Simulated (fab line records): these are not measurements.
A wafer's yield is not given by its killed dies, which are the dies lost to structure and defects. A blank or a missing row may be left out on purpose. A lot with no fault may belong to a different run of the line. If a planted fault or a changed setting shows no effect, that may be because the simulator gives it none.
Struck lot and sound lot, side by side + flow nand-harc + 18 out of 1302 route steps
Sound: wafers L149.2, L149.4, L149.6. Wafers L156.1, L156.5, L156.6 were the ones struck. The cause is named last.
For every step that has rows: the tool of each side, followed by ch and its chambers, followed by its first start. Under that, the readings that differ: sound wafers + struck wafers + difference of the means + sigmas: that difference in standard deviations of wafers without a fault.
alike: same words and numbers on both sides, and readings whose means sit less than 2 such deviations apart. not compared: any withheld reading, any reading some wafer has no value for, any bound like >300 that may hide the same value, and any number with overlapping values for which the record gives no deviation.
The two part at a step that has a row with sigmas, a row that says differs or no value, or rows on one side only. When numbers do not overlap yet have no deviation, they are printed without sigmas and do not part them. Lack of a reading on every wafer of one side parts them only where that side has two or more wafers.

first, 3 steps without rows for these wafers: NHARC_A_BONDPAD_HARDBAKE_10 (time 65 s); NHARC_A_BONDPAD_DESCUM_11 (chemistry O2, time 3 s); NHARC_A_BONDPAD_ETCH_34 (etches the open film in N2/H2, target depth 60 nm, overetch 18 nm, time 65.91 s).
NHARC_A_BONDPAD_ETCH_12: etches the open film in CHF3/O2, target depth 220 nm, time 110 s.
  sound: rie-diel-07 ch 0,3; struck: rie-diel-01 ch 0,3
  alike: drypump-motor-current-A, oes-product-au, rf-vpp-V, showerhead-plenum-p-Torr, throttle-valve-pct
  not compared: rf-hours-counter-h
NHARC_A_BONDPAD_CD_MEAS_13:
  sound on cd-sem-01 at day 24 18:20; struck on cd-sem-01 at day 28 03:25
  alike: cd-nm
NHARC_A_BONDPAD_STRIP_15: strips in O2.
  sound on rie-diel-11 ch 0,1,2, day 24 18:24; struck on rie-diel-01 ch 0,1,3, day 28 03:32
| reading               | sound             | struck            | difference | sigmas |
|-----------------------|-------------------|-------------------|------------|--------|
| oes-product-au (a.u.) | 0.989 1.008 0.984 | 1.017 1.017 1.017 | +0.023     | +2     |
  alike: drypump-motor-current-A, rf-vpp-V, showerhead-plenum-p-Torr, throttle-valve-pct
  not compared: rf-hours-counter-h
NHARC_A_BONDPAD_ETCH_24: etches the open film in CF4/N2, target depth 30 nm, time 72.99 s.
  sound: rie-diel-11 ch 0,1,2; struck: rie-diel-01 ch 0,1,3
  alike: drypump-motor-current-A, oes-product-au, rf-vpp-V, showerhead-plenum-p-Torr, throttle-valve-pct
  not compared: rf-hours-counter-h
then, 2 steps without rows for these wafers: NHARC_A_BONDPAD_STRIP_16 (strips in post etch residue remover, time 600 s); NHARC_A_BONDPAD_DEGAS_25 (time 60 s).
NHARC_A_BONDPAD_PRE_CLEAN_26: time 30 s.
  sound on pvd-sputter-02; struck on pvd-sputter-03
  alike: heater-power-w
then, 2 steps without rows for these wafers: NHARC_A_BONDPAD_PVD_17 (deposits TaN, target thk 5 nm, time 8.06 s); NHARC_A_BONDPAD_PVD_27 (deposits Cu, target thk 30 nm, time 20.49 s).
NHARC_A_BONDPAD_ECD_18: material Cu, target thk 400 nm.
  sound on ecd-cu-02 ch 0, day 24 19:22; struck on ecd-cu-02 ch 0,1, day 28 04:33
then, 1 step without rows for these wafers: NHARC_A_BONDPAD_ANNEAL_28 (time 90 s).
NHARC_A_BONDPAD_CMP_19: polishes, t overpolish 30 s, cu recess touch 16 s, target thk 169.82 nm.
  sound on cmp-03 ch 0,1, day 24 20:04; struck on cmp-04 ch 1,2,3, day 28 05:20
  alike: motor-current-A, overpolish-run-s, slurry-filter-dp-kPa, slurry-flow-ml-min
NHARC_A_BONDPAD_THK_MEAS_20: measures by xrf.
  sound on film-metro-01 at day 24 20:22; struck on film-metro-02 at day 28 05:34
| reading     | sound             | struck            | difference | sigmas |
|-------------|-------------------|-------------------|------------|--------|
| thk-nm (nm) | 169.2 170.1 170.2 | 115.8 115.9 105.8 | -57.3      | -41    |
then, 1 step without rows for these wafers: NHARC_A_BONDPAD_SRD_21 (time 30 s, dry time 20 s).
NHARC_END_SORT_01:
  sound on prober-01 ch 0, day 26 01:05; struck on prober-01 ch 0, day 29 10:19
| reading                  | sound          | struck      | difference | sigmas |
|--------------------------|----------------|-------------|------------|--------|
| defect-limited-yield (%) | 87.1 88.6 87.7 | 0 0 0       | -88        | -38    |
| killed-at-array          | 86 76 79       | 674 675 676 | +595       | +40    |
| killed-dies              | 87 77 83       | 677 677 677 | +595       | +40    |
  alike: killed-at-other, killed-at-periphery, killed-open, killed-short

WHERE THEY PART
At NHARC_A_BONDPAD_STRIP_15 first; at NHARC_END_SORT_01 last (within this record only).

WHY: the cause the simulator had injected
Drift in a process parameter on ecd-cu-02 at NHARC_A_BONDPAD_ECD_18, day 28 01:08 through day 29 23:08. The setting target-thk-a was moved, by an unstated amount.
